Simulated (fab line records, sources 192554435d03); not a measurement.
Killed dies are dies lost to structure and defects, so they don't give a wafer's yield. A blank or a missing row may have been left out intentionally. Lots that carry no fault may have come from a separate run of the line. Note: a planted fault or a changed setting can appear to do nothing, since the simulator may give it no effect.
Code-filled problem report in 8D (eight disciplines) form :: flow n5-finfet :: the parts of the form that need people (team, actions taken, sign-off) are left out

== 1. THE PROBLEM ==
Mean of run-length-s at N5_PASSIVATION_PECVD_35: 154.3 s across 6 wafers in 3 lots; on wafers with no fault it is 195.1 s (standard deviation 0.45). That is -91 standard deviations from the usual mean.
The step: deposits SiNx from SiH4/NH3/N2, target thk 700 nm, time 151.3 s.
Seen first at day 16 09:25 on pecvd-03, wafer L268.4. At this step, 15 wafers from 5 lots have a number in the record. By rule, "out" or "out of limits" means more than 4 standard deviations away from the usual mean. The rest of the wafers with a number are treated as sound.

== 2. WHAT IT IS, AND WHAT IT ISN'T ==
question: which readings at this step
is: run-length-s
is not: heater-power-w, showerhead-plenum-p-Torr, throttle-valve-pct

question: which lots
is: L266, L267, L268
is not: L265, L275

question: which wafers of those lots
is: L266.2, L266.6, L267.2, L267.6, L268.4, L268.6
is not: L266.5, L267.3, L268.1

question: read on which tools
is: pecvd-03
is not: -

question: when
is: from day 16 09:25
is not: up to then (4 sound wafers); but 5 sound wafers of L266, L267, L275 came after

== 3. THE SUSPECTS, EACH WITH WHAT RULES IT OUT ==
Counting: a tool at a process step up to the reading stays a suspect if it ran every lot that is out. Sound lots after the first of them don't rule it out here, since some wafers of a struck lot are sound.
- pecvd-03 at N5_PASSIVATION_PECVD_35 (deposits SiNx from SiH4/NH3/N2, target thk 700 nm, time 151.3 s): kept. It processed each lot that is out (first: L268, day 16 09:25); up to then, its last sound lot is L265 (day 15 15:12). On those wafers its own readings are out: run-length-s.
After counting, what remains is pecvd-03 at N5_PASSIVATION_PECVD_35.

== 4. THE CAUSE (what the simulator had put in) ==
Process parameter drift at N5_PASSIVATION_PECVD_35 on pecvd-03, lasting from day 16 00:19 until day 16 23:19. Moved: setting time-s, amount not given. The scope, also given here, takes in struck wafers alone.
Counting left only this tool.

== 5. THE CHAIN OF EFFECTS, in route order ==
Each row: a reading where the mean over the struck wafers with a number is more than 3 standard deviations away from the usual. Only readings for which the record gives a usual standard deviation are gone through. hours: the time from each lot's start at the first step in this table that gives one to its start at this step, as a median over the lots. sigmas: the change in usual standard deviations.
hours: 0
step: N5_PASSIVATION_PECVD_35
reading: run-length-s
usual: 195.1 s
on struck wafers: 154.3
change: -40.8
sigmas: -91
The process steps in it:
- N5_PASSIVATION_PECVD_35: deposits SiNx from SiH4/NH3/N2, target thk 700 nm, time 151.3 s.

== 6. WHAT WOULD HAVE CAUGHT IT SOONER ==
9 hours passed between the start of the fault at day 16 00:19 and the first reading out of limits in this record, taken at day 16 09:25.
